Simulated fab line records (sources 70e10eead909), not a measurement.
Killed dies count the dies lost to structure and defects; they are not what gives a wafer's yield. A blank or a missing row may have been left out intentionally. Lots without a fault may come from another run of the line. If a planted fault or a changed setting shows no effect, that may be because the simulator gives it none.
Chamber matching | flow nand-harc | NHARC_A_M0_ETCH_34 on rie-diel-06: 4 sister chambers
The step etches the open film in N2/H2, target depth 40 nm, overetch 12 nm, time 43.94 s. 20 wafers are shown with their chamber, then 10 later ones without.

WAFERS PAIRED WITH THEIR CHAMBERS
wafer  | chamber | showerhead-plenum-p-Torr (Torr) | drypump-motor-current-A (A) | rf-vpp-V (V)
L076.1 | 3       | 2.20                            | 5.9                         | 435.6
L076.4 | 0       | 2.15                            | 5.4                         | 434.1
L076.5 | 0       | 2.15                            | 5.4                         | 433.4
L076.2 | 1       | 2.19                            | 5.2                         | 433.8
L076.3 | 2       | 2.03                            | 6.1                         | 430.9
L076.6 | 3       | 2.20                            | 6.0                         | 432.7
L083.1 | 2       | 2.03                            | 6.0                         | 430.2
L083.2 | 0       | 2.15                            | 5.4                         | 433.5
L083.3 | 3       | 2.19                            | 5.9                         | 433.8
L084.1 | 0       | 2.15                            | 5.4                         | 433.0
L084.3 | 3       | 2.19                            | 6.0                         | 434.1
L084.5 | 3       | 2.19                            | 6.0                         | 434.4
L086.1 | 1       | 2.19                            | 5.2                         | 434.3
L086.3 | 3       | 2.19                            | 6.0                         | 434.4
L086.6 | 1       | 2.19                            | 5.2                         | 433.7
L091.1 | 2       | 2.03                            | 6.1                         | 430.4
L091.3 | 3       | 2.19                            | 6.0                         | 434.1
L091.4 | 0       | 2.14                            | 5.5                         | 433.1
L092.2 | 3       | 2.19                            | 6.0                         | 435.3
L092.3 | 1       | 2.18                            | 5.2                         | 434.3

SIGNATURES, as means of the wafers listed above
reading                  | chamber 0 | chamber 1 | chamber 2 | chamber 3 | scatter within a chamber
showerhead-plenum-p-Torr | 2.1480    | 2.1875    | 2.0300    | 2.1925    | 0.00437
drypump-motor-current-A  | 5.420     | 5.200     | 6.067     | 5.975     | 0.0431
rf-vpp-V                 | 433.420   | 434.025   | 430.500   | 434.300   | 0.657
Rule: for a wafer and a chamber, the distance is found by dividing, reading by reading, the gap between the wafer's reading and the chamber's mean by the reading's scatter, squaring, summing and taking the root. The wafer belongs to the nearest chamber; if the next one is less than 2 further off, it can't be placed. The scatter is the square root of a quotient: the sum, over the shown wafers, of each reading's squared deviation from its chamber's mean, divided by wafers minus chambers.

WAFERS MISSING THEIR CHAMBER
wafer  | showerhead-plenum-p-Torr (Torr) | drypump-motor-current-A (A) | rf-vpp-V (V)
L092.6 | 2.03                            | 6.0                         | 432.9
L096.1 | 2.18                            | 5.2                         | 434.0
L096.2 | 2.03                            | 6.1                         | 431.0
L096.5 | 2.03                            | 6.1                         | 428.6
L096.3 | 2.14                            | 5.4                         | 431.5
L096.4 | 2.19                            | 6.0                         | 434.7
L096.6 | 2.19                            | 5.9                         | 434.8
L097.2 | 2.03                            | 6.0                         | 429.3
L097.3 | 2.19                            | 5.9                         | 434.6
L097.5 | 2.19                            | 6.0                         | 434.0

THE CHAMBER EACH PASSED THROUGH
wafer  | from the rows above | in truth
L092.6 | 2                   | 2
L096.1 | 1                   | 1
L096.2 | 2                   | 2
L096.5 | 2                   | 2
L096.3 | 0                   | 0
L096.4 | 3                   | 3
L096.6 | 3                   | 3
L097.2 | 2                   | 2
L097.3 | 3                   | 3
L097.5 | 3                   | 3
Correctly placed: 10 of 10. Left unplaced by these rows: 0. Number placed wrongly: 0.
